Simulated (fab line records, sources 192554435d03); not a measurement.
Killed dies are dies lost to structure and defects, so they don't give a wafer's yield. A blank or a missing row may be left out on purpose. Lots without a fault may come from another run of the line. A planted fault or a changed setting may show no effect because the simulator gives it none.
Which tool did it? | flow n5_finfet | 9 lots, 27 wafers sampled, at 3 steps of a route of 1938

WHAT THE GAUGES READ, wafer by wafer
N5_BEOL_M11_THK_MEAS_53: measures by xrf.
lot  | measured     | on            | M11_THK (nm)
L396 | day 12 03:49 | film_metro-02 | 135 137 136
L399 | day 12 14:46 | film_metro-02 | 137 135 137
L402 | day 13 21:17 | film_metro-02 | 250 260 253
L405 | day 13 23:21 | film_metro-01 | 252 137 136
L414 | day 17 06:52 | film_metro-02 | 139 139 139
L412 | day 16 17:02 | film_metro-01 | 137 142 138
L415 | day 16 21:46 | film_metro-01 | 137 145 141
L416 | day 18 04:25 | film_metro-01 | 144 138 142
L417 | day 18 04:20 | film_metro-02 | 133 139 135

WHICH TOOL RAN EACH LOT (tool, then ch and the chambers of the sampled wafers, then the start)
lot  | N5_BEOL_M11_STRIP_19               | N5_BEOL_M11_CMP_52
L396 | rie_diel-02 ch 0,1,3, day 11 16:40 | cmp-02 ch 0,2,3, day 12 03:35
L399 | rie_diel-02 ch 0,3, day 12 08:15   | cmp-01 ch 0,1,3, day 12 14:35
L402 | rie_diel-03 ch 2,3, day 13 16:35   | cmp-02 ch 0,1,3, day 13 21:00
L405 | rie_diel-01 ch 0,1, day 13 18:58   | cmp-02 ch 0,1, day 13 23:04
L414 | rie_diel-02 ch 0,1,3, day 16 22:52 | cmp-03 ch 0,1, day 17 06:37
L412 | rie_diel-03 ch 1,2,3, day 16 13:53 | cmp-03 ch 0,2,3, day 16 16:46
L415 | rie_diel-01 ch 0,1,3, day 16 17:11 | cmp-02 ch 0,2,3, day 16 21:29
L416 | rie_diel-03 ch 0,1,2, day 17 23:06 | cmp-03 ch 0,2,3, day 18 04:07
L417 | rie_diel-01 ch 1,3, day 17 23:34   | cmp-01 ch 2,3, day 18 04:05
- N5_BEOL_M11_STRIP_19: strips in O2.
- N5_BEOL_M11_CMP_52: polishes, stops on SiCOH lowk, t overpolish 7 s, target thk 140 nm.

THE ANSWER, worked out from the rows above alone
Rule: what is usual is taken from the lots themselves. Put in order of their means at a reading, lots are off if they are a third of the lots or fewer, leave a main group of 4 or more, and stand apart from it by a gap of 3 or more times the standard deviation of the main group's means; of several such gaps the widest counts. A main group whose means are all the same, to the digits that the tables above print for the reading, isn't used. A lot without any number at a reading at which 4 lots or more have one is off too. The other lots that the step has rows for count as sound.
Off: L402, L405, at N5_BEOL_M11_THK_MEAS_53 (M11_THK). The main group: mean 138 nm, standard deviation 2.2.
A tool fits if, at a process step before that reading, it ran every lot that is off, and no sound lot after the first of them. The gauges at N5_BEOL_M11_THK_MEAS_53 are tried like those tools. None of those tried fits.

WHAT THE SIMULATOR HAD PUT IN
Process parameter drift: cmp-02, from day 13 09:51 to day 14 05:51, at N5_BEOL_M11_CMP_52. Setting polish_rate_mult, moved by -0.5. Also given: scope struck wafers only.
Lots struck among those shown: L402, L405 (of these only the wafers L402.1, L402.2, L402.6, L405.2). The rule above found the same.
